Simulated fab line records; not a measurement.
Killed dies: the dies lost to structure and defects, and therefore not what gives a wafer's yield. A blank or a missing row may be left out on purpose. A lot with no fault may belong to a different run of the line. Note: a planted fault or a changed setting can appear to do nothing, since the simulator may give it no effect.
Struck lot and sound lot, side by side -- flow n5-finfet -- 37 out of 1938 route steps
Sound: these wafers, L420.1, L420.4, L420.5. Struck: wafers L425.1, L425.4, L425.5. At the end, the cause is stated.
Order at every step that has rows: each side's tool, ch and its chambers, its first start. Under that, the readings that differ: sound wafers -- struck wafers -- difference of the means -- sigmas: that difference in standard deviations of wafers without a fault.
alike: readings whose means differ by less than 2 such deviations, and words and numbers that are the same on both sides. not compared: withheld readings, readings that some wafer has no value for, bounds like >300 that may hide the same value, and numbers for which the record gives no deviation and whose values overlap.
Wherever a step has rows on one side only, a row that says differs or no value, or a row with sigmas, the two part there. When numbers do not overlap yet have no deviation, they are printed without sigmas and do not part them. Lack of a reading on every wafer of one side parts them only where that side has two or more wafers.

first, 9 steps without rows for these wafers: N5_BEOL_M6_COAT_64 (time 60 s, resist thk 12 nm); N5_BEOL_M6_COAT_71 (time 60 s, resist thk 5 nm); N5_BEOL_M6_COAT_22 (resist thk 30 nm); N5_BEOL_M6_EBR_24; N5_BEOL_M6_SOFTBAKE_23 (time 60 s); N5_BEOL_M6_EXPOSE_25 (exposes mask V5, target cd 40 nm); N5_BEOL_M6_PEB_26 (peb time 60 s); N5_BEOL_M6_DEVELOP_27 (develop time 30 s); N5_BEOL_M6_DESCUM_33 (chemistry O2, time 7 s).
N5_BEOL_M6_ETCH_72: etches underlayer in N2/H2, target depth 6.5 nm, time 5.2 s.
  sound on rie-diel-06 ch 1,3, day 9 23:58; struck on rie-diel-06 ch 2,3, day 11 20:08
  alike: drypump-motor-current-A, etch-rf-on-time-s, oes-product-au, rf-vpp-V, showerhead-plenum-p-Torr, throttle-valve-pct
  not compared: rf-hours-counter-h
then, 26 steps without rows for these wafers: N5_BEOL_M6_ETCH_65 (etches SiARC in CF4, target depth 15.6 nm, time 26 s); N5_BEOL_M6_ETCH_66 (etches SOC in N2/H2, target depth 80 nm, overetch 16 nm, time 120 s); N5_BEOL_M6_STRIP_69 (strips in N2/H2); N5_BEOL_M6_STRIP_73 (strips in N2/H2); N5_BEOL_M6_VIA_ETCH_34 (etches SiCOH lowk in C4F6/O2, target depth 126.3 nm, time 50.9 s); N5_BEOL_M6_STRIP_76 (strips in C4F6/O2); N5_BEOL_M6_STRIP_36 (strips in N2/H2); N5_BEOL_M6_TRENCH_ETCH_37 (etches SiCOH lowk in C4F6/O2, target depth 94.435 nm, time 31.5 s); N5_BEOL_M6_ETCH_41 (etches SiCN in CH3F/O2, target depth 29.7 nm, time 52 s); N5_BEOL_M6_STRIP_80 (strips in N2/H2, time 10 s); N5_BEOL_M6_HM_STRIP_39 (strips TiN in peroxide tin strip, target depth 25 nm, time 158 s); N5_BEOL_M6_SRD_40 (time 30 s); N5_BEOL_M6_PRECLEAN_42 (cleans in residue remover, time 60 s); N5_BEOL_M6_SRD_43 (time 30 s); N5_BEOL_M6_CURE_75 (cures SiCOH lowk, time 120 s); N5_BEOL_M6_DEGAS_44 (time 60 s); N5_BEOL_M6_PRE_CLEAN_45 (time 30 s); N5_BEOL_M6_ALD_77 (deposits TaN, target thk 2 nm, pulse time 2 s, purge time 3 s); N5_BEOL_M6_SURFACE_TREAT_79; N5_BEOL_M6_CVD_78 (deposits Co from CCTBA/H2, target thk 2 nm, time 142.3 s); N5_BEOL_M6_SPUTTER_48 (material Cu, target thk 10 nm, time 1.667 s); N5_BEOL_M6_ECD_50 (material Cu, target thk 300 nm); N5_BEOL_M6_ANNEAL_51 (time 90 s); N5_BEOL_M6_CMP_52 (polishes, stops on SiCOH lowk, t overpolish 6.9 s, target thk 80 nm); N5_BEOL_M6_PRE_CLEAN_55 (time 15 s); N5_BEOL_M6_DEP_56 (deposits SiCN from 3MS/NH3, target thk 10 nm, time 17.5 s).
-- here the record skips 4 days between the struck wafers' starts before and after, leaving off in module BEOL_M6 and picking up in module PASSIVATION (first step shown: number 1936 of the route) --
N5_PASSIVATION_PROBE_49:
  sound: prober-01 at day 13 14:48; struck: prober-02 at day 15 20:04
reading,sound,struck,difference,sigmas
defect-limited-yield (%),92.4 93.4 91.4,81.4 77.0 80.9,-12.6,-8
killed_at_M4_up,21 11 13,114 168 115,+117,+21
killed-dies,90 78 102,220 271 225,+149,+8
killed-on-rim,11 13 15,37 26 28,+17,+4
sort_bin_5_function (%),4.6 3.9 6.3,11.2 14.3 10.8,+7.2,+7
sort_bin_6_memory (%),2.8 2.4 2.1,4.0 4.8 4.4,+2.0,+3
sort-n-pass,1090 1102 1078,957 909 955,-150,-8
sort-yield-pct (%),92.4 93.4 91.4,81.1 77.0 80.9,-12.7,-8
  alike: killed_at_M0_to_M3, killed-at-contacts, killed-at-front-end, killed-at-other, killed-open, killed-short, sort_bin_4_leakage

WHERE THEY PART
Only at N5_PASSIVATION_PROBE_49, within this record.

WHY: what the simulator had put in
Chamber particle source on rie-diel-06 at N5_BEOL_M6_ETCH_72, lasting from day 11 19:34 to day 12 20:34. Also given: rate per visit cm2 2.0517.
